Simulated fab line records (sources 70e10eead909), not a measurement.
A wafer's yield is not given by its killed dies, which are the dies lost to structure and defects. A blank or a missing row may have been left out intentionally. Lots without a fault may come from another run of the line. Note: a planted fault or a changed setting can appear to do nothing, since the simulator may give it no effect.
Matching of chambers :: flow nand-harc :: NHARC_A_BLC_STRIP_21 on rie-diel-07 has 4 sister chambers
The step strips in O2. 4 wafers are shown with their chamber, then 12 later ones without.

== EACH WAFER AND ITS CHAMBER ==
wafer: L083.1
chamber: 1
showerhead-plenum-p-Torr (Torr): 3.70

wafer: L082.1
chamber: 0
showerhead-plenum-p-Torr (Torr): 3.28

wafer: L082.2
chamber: 2
showerhead-plenum-p-Torr (Torr): 3.34

wafer: L082.5
chamber: 3
showerhead-plenum-p-Torr (Torr): 3.51

== WAFERS WITHOUT THEIR CHAMBER ==
wafer: L092.1
showerhead-plenum-p-Torr (Torr): 3.34

wafer: L092.2
showerhead-plenum-p-Torr (Torr): 3.50

wafer: L092.6
showerhead-plenum-p-Torr (Torr): 3.50

wafer: L089.1
showerhead-plenum-p-Torr (Torr): 3.70

wafer: L089.3
showerhead-plenum-p-Torr (Torr): 3.28

wafer: L089.6
showerhead-plenum-p-Torr (Torr): 3.34

wafer: L094.2
showerhead-plenum-p-Torr (Torr): 3.28

wafer: L094.4
showerhead-plenum-p-Torr (Torr): 3.50

wafer: L094.5
showerhead-plenum-p-Torr (Torr): 3.28

wafer: L095.3
showerhead-plenum-p-Torr (Torr): 3.33

wafer: L095.4
showerhead-plenum-p-Torr (Torr): 3.28

wafer: L095.5
showerhead-plenum-p-Torr (Torr): 3.70

== EACH ONE'S CHAMBER ==
wafer: L092.1
from the rows above: 2
in truth: 2

wafer: L092.2
from the rows above: 3
in truth: 3

wafer: L092.6
from the rows above: 3
in truth: 3

wafer: L089.1
from the rows above: 1
in truth: 1

wafer: L089.3
from the rows above: 0
in truth: 0

wafer: L089.6
from the rows above: 2
in truth: 2

wafer: L094.2
from the rows above: 0
in truth: 0

wafer: L094.4
from the rows above: 3
in truth: 3

wafer: L094.5
from the rows above: 0
in truth: 0

wafer: L095.3
from the rows above: 2
in truth: 2

wafer: L095.4
from the rows above: 0
in truth: 0

wafer: L095.5
from the rows above: 1
in truth: 1
12 of 12 placed correctly. Not placeable from these rows: 0. Number placed wrongly: 0.
How it was worked out, from the rows above alone: a wafer's distance from a chamber is the root of the sum, over the readings, of the square of ((its reading less the chamber's mean) divided by the reading's scatter). If the next closest chamber is less than 2 further off than the closest, the wafer can't be placed; otherwise it belongs to the closest. A chamber's mean is the mean of its shown wafers. The scatter: with one shown wafer a chamber, the root of the mean of the squares of how far each hidden wafer lies from its nearest shown one.
